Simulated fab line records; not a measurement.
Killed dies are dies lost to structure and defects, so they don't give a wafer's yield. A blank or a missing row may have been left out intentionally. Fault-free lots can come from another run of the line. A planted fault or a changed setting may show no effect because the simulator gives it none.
The same fault as seen by 2 desks / flow nand_harc / numbers are kept per desk, each desk with only its own; the story behind them comes last

## FROM THE METROLOGY DESK
What the gauges read for every lot (on any tool): the sampled wafers with a number, averaged. Marked OUT: a lot whose mean sits more than 4 standard deviations from the usual mean, which makes it out of limits; the brackets give that distance.
Columns: A = cd_nm at NHARC_A_SLIT_CD_MEAS_21, usual 289.1 nm
lot=L329; first seen here=day 14 15:07; A=289.6
lot=L331; first seen here=day 14 16:50; A=289.8
lot=L332; first seen here=day 15 02:53; A=290.0
lot=L334; first seen here=day 15 03:26; A=289.0
lot=L333; first seen here=day 15 09:58; A=288.6
lot=L336; first seen here=day 16 03:17; A=290.1
lot=L337; first seen here=day 16 16:00; A=288.7
lot=L342; first seen here=day 17 11:49; A=289.0
lot=L343; first seen here=day 17 13:13; A=289.3
lot=L352; first seen here=day 20 05:32; A=289.8
lot=L350; first seen here=day 20 14:45; A=290.2
lot=L351; first seen here=day 20 16:57; A=289.3
Result from this desk: across the 12 lots, nothing is out of limits.

## AT THE TOOL OWNER'S DESK: rie_diel-13
The tool's own readings at NHARC_A_SLIT_ETCH_24 (etches the open film in CF4/CHF3, target depth 121 nm, time 60.5 s): means of the sampled wafers that have a number, for each lot that ran on this tool. Marked OUT: a lot whose mean sits more than 4 standard deviations from the usual mean, which makes it out of limits; the brackets give that distance.
Columns: A = drypump_motor_current_A at NHARC_A_SLIT_ETCH_24, usual 5.4 A; B = oes_product_au at NHARC_A_SLIT_ETCH_24, usual 0.965 a.u.; C = rf_vpp_V at NHARC_A_SLIT_ETCH_24, usual 370.6 V; D = run_length_s at NHARC_A_SLIT_ETCH_24, usual 81.9 s; E = showerhead_plenum_p_Torr at NHARC_A_SLIT_ETCH_24, usual 1.58 Torr; F = throttle_valve_pct at NHARC_A_SLIT_ETCH_24, usual 16.802 %
lot=L329; first seen here=day 14 09:31; A=5.5; B=0.958; C=373.5; D=81.6; E=1.65; F=16.800
lot=L331; first seen here=day 14 10:08; A=5.4; B=0.970; C=371.0; D=81.7; E=1.59; F=16.794
lot=L333; first seen here=day 15 06:36; A=5.3; B=0.974; C=370.3; D=81.9; E=1.59; F=16.793
lot=L337; first seen here=day 16 12:39; A=5.5; B=0.967; C=372.6; D=81.7; E=1.61; F=16.801
lot=L350; first seen here=day 20 11:25; A=5.5; B=0.980; C=371.3; D=77.6 (-12) OUT; E=1.61; F=16.799
lot=L351; first seen here=day 20 13:26; A=5.5; B=0.953; C=369.5; D=77.3 (-13) OUT; E=1.53; F=16.802
This desk's finding: out of limits on L350, L351; first on L350, day 20 11:25 (run_length_s at NHARC_A_SLIT_ETCH_24). In limits: L329, L331, L333, L337.

## BROUGHT TOGETHER
On L350, L351, at day 20 11:25, an alarm was possible from the tool owner's desk.
Nothing out of limits was seen by the metrology desk.
The metrology desk holds a record of L350, L351, inside its limits.
On rie_diel-13, each named lot ran NHARC_A_SLIT_ETCH_24.

## WHAT THE SIMULATOR PUT IN
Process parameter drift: rie_diel-13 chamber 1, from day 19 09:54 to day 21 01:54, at NHARC_A_SLIT_ETCH_24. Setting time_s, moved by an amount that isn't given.
Shown lots that were struck: L350, L351.
Delay in hours, fault start to first out-of-limits reading, by desk: the tool owner's desk at 26.
